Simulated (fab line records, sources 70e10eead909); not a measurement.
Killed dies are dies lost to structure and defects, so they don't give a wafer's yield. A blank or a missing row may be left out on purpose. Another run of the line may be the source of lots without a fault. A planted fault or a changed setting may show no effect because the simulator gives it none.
Chamber matching | flow nand_harc | rie_diel-05 running NHARC_A_STAIRCASE_DESCUM_252: 4 sister chambers
The step chemistry O2, time 3 s. 22 wafers are shown with their chamber, then 11 later ones without.

## WAFERS, EACH WITH ITS CHAMBER
wafer  | chamber | showerhead_plenum_p_Torr (Torr) | drypump_motor_current_A (A) | oes_product_au (a.u.)
L077.3 | 1       | 1.89                            | 5.7                         | 0.985
L077.4 | 3       | 1.78                            | 6.5                         | 1.012
L077.6 | 2       | 1.83                            | 6.1                         | 0.983
L075.2 | 3       | 1.78                            | 6.5                         | 1.002
L075.3 | 0       | 1.89                            | 4.7                         | 0.989
L075.5 | 2       | 1.83                            | 6.1                         | 0.991
L078.2 | 0       | 1.89                            | 4.8                         | 1.003
L078.3 | 2       | 1.82                            | 6.1                         | 0.980
L078.5 | 0       | 1.89                            | 4.7                         | 0.995
L076.2 | 0       | 1.89                            | 4.7                         | 0.992
L076.4 | 3       | 1.78                            | 6.5                         | 1.000
L076.5 | 2       | 1.82                            | 6.2                         | 0.984
L079.2 | 2       | 1.82                            | 6.1                         | 0.983
L079.3 | 3       | 1.78                            | 6.5                         | 1.006
L079.6 | 1       | 1.89                            | 5.7                         | 0.988
L080.2 | 1       | 1.89                            | 5.7                         | 0.990
L080.4 | 3       | 1.78                            | 6.5                         | 1.015
L080.6 | 1       | 1.89                            | 5.7                         | 0.986
L082.1 | 2       | 1.82                            | 6.1                         | 0.990
L082.3 | 3       | 1.78                            | 6.5                         | 1.014
L082.5 | 3       | 1.78                            | 6.5                         | 1.014
L083.1 | 0       | 1.89                            | 4.7                         | 0.999

SIGNATURES, as means of the wafers listed above
reading                  | chamber 0 | chamber 1 | chamber 2 | chamber 3 | scatter within a chamber
showerhead_plenum_p_Torr | 1.8900    | 1.8900    | 1.8233    | 1.7800    | 0.00272
drypump_motor_current_A  | 4.720     | 5.700     | 6.117     | 6.500     | 0.0301
oes_product_au           | 0.99560   | 0.98725   | 0.98517   | 1.00900   | 0.00509
Rule: a wafer's distance from a chamber is the root of the sum, over the readings, of the square of ((its reading less the chamber's mean) divided by the reading's scatter). The wafer belongs to the nearest chamber; if the next one is less than 2 further off, it can't be placed. The scatter: the root of (the sum of the squares of (reading less its chamber's mean) over the shown wafers, divided by (wafers less chambers)).

## WAFERS WITH NO CHAMBER GIVEN
wafer  | showerhead_plenum_p_Torr (Torr) | drypump_motor_current_A (A) | oes_product_au (a.u.)
L083.3 | 1.88                            | 5.7                         | 0.996
L083.5 | 1.89                            | 4.7                         | 0.995
L085.1 | 1.89                            | 4.8                         | 0.991
L085.4 | 1.88                            | 5.7                         | 1.011
L085.5 | 1.89                            | 4.8                         | 0.994
L091.1 | 2.08                            | 6.5                         | 1.012
L091.4 | 1.88                            | 5.7                         | 1.024
L091.6 | 2.08                            | 6.5                         | 1.006
L092.1 | 1.81                            | 6.1                         | 0.960
L092.3 | 1.88                            | 4.7                         | 1.003
L092.4 | 2.08                            | 6.5                         | 0.993

## CHAMBER TAKEN BY EACH
wafer  | from the rows above | in truth
L083.3 | 1                   | 1
L083.5 | 0                   | 0
L085.1 | 0                   | 0
L085.4 | 1                   | 1
L085.5 | 0                   | 0
L091.1 | 1                   | 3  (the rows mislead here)
L091.4 | 1                   | 1
L091.6 | 1                   | 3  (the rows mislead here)
L092.1 | 2                   | 2
L092.3 | 0                   | 0
L092.4 | 1                   | 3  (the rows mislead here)
Placed correctly: 8 of 11. From these rows, 0 cannot be placed. 3 placed wrongly.
